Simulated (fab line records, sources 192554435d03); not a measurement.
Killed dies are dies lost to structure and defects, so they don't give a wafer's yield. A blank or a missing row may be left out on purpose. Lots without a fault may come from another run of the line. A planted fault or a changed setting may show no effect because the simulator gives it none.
Which tool did it? | flow n5_finfet | 11 lots, 33 wafers sampled, at 4 steps of a route of 1938

WHAT THE GAUGES READ, wafer by wafer
N5_BEOL_M11_THK_MEAS_01.
lot  | measured     | on            | M11_ILD_THK (nm)
L075 | day 12 02:19 | film_metro-01 | 264 270 264
L082 | day 12 09:31 | film_metro-02 | 267 268 272
L080 | day 12 13:56 | film_metro-01 | 270 273 275
L083 | day 14 01:36 | film_metro-01 | 261 263 266
L085 | day 14 01:53 | film_metro-01 | 266 262 266
L089 | day 14 22:53 | film_metro-01 | 269 265 270
L087 | day 15 01:02 | film_metro-02 | 267 269 271
L091 | day 15 16:02 | film_metro-01 | 274 277 276
L093 | day 16 00:34 | film_metro-02 | 264 262 267
L095 | day 16 10:37 | film_metro-02 | 264 267 270
L096 | day 17 02:02 | film_metro-02 | 263 265 269

WHICH TOOL RAN EACH LOT (tool, then ch and the chambers of the sampled wafers, then the start)
lot  | N5_BEOL_M10_ETCH_62                | N5_BEOL_M10_ETCH_65                | N5_BEOL_M10_DEP_56
L075 | rie_diel-06 ch 0,1,2, day 11 19:29 | rie_diel-06 ch 1,2, day 11 20:27   | pecvd-04 ch 0,2, day 12 01:35
L082 | rie_diel-03 ch 2,3, day 12 04:37   | rie_diel-01 ch 1,2,3, day 12 06:14 | pecvd-02 ch 1,2, day 12 08:47
L080 | rie_diel-01 ch 1,2, day 12 07:48   | rie_diel-06 ch 1,2,3, day 12 10:08 | pecvd-04 ch 0,1, day 12 13:12
L083 | rie_diel-03 ch 2,3, day 13 16:52   | rie_diel-06 ch 0,1, day 13 21:33   | pecvd-02 ch 0,2, day 14 00:52
L085 | rie_diel-03 ch 1,3, day 13 17:07   | rie_diel-01 ch 0,1,2, day 13 22:04 | pecvd-02 ch 0,2, day 14 01:09
L089 | rie_diel-03 ch 0,1, day 14 16:47   | rie_diel-06 ch 0,2, day 14 18:42   | pecvd-03 ch 0,1,2, day 14 22:08
L087 | rie_diel-01 ch 0,1,2, day 14 19:24 | rie_diel-03 ch 1,2,3, day 14 20:26 | pecvd-03 ch 0,1,2, day 15 00:11
L091 | rie_diel-01 ch 0,2, day 15 08:35   | rie_diel-06 ch 2,3, day 15 11:31   | pecvd-03 ch 0,1,2, day 15 15:14
L093 | rie_diel-06 ch 0,3, day 15 15:51   | rie_diel-06 ch 0,3, day 15 19:26   | pecvd-02 ch 0,1, day 15 23:51
L095 | rie_diel-06 ch 0,1,2, day 16 03:50 | rie_diel-03 ch 1,2,3, day 16 05:40 | pecvd-02 ch 0,1,2, day 16 09:54
L096 | rie_diel-06 ch 1,2,3, day 16 19:08 | rie_diel-06 ch 0,1, day 16 21:33   | pecvd-02 ch 0,2, day 17 00:49
- N5_BEOL_M10_ETCH_62: etches SOC in N2/H2, target depth 110 nm, overetch 22 nm, time 165 s.
- N5_BEOL_M10_ETCH_65: etches SiARC in CF4, target depth 39 nm, time 65 s.
- N5_BEOL_M10_DEP_56: deposits SiCN from 3MS/NH3, target thk 15 nm, time 26.5 s.

THE ANSWER, worked out from the rows above alone
Rule: what is usual is taken from the lots themselves. Put in order of their means at a reading, lots are off if they are a third of the lots or fewer, leave a main group of 4 or more, and stand apart from it by a gap of 3 or more times the standard deviation of the main group's means; of several such gaps the widest counts. A main group whose means are all the same, to the digits that the tables above print for the reading, isn't used. A lot without any number at a reading at which 4 lots or more have one is off too. The other lots that the step has rows for count as sound.
No lot is off at any reading shown: from this, nothing can be told.

WHAT THE SIMULATOR HAD PUT IN
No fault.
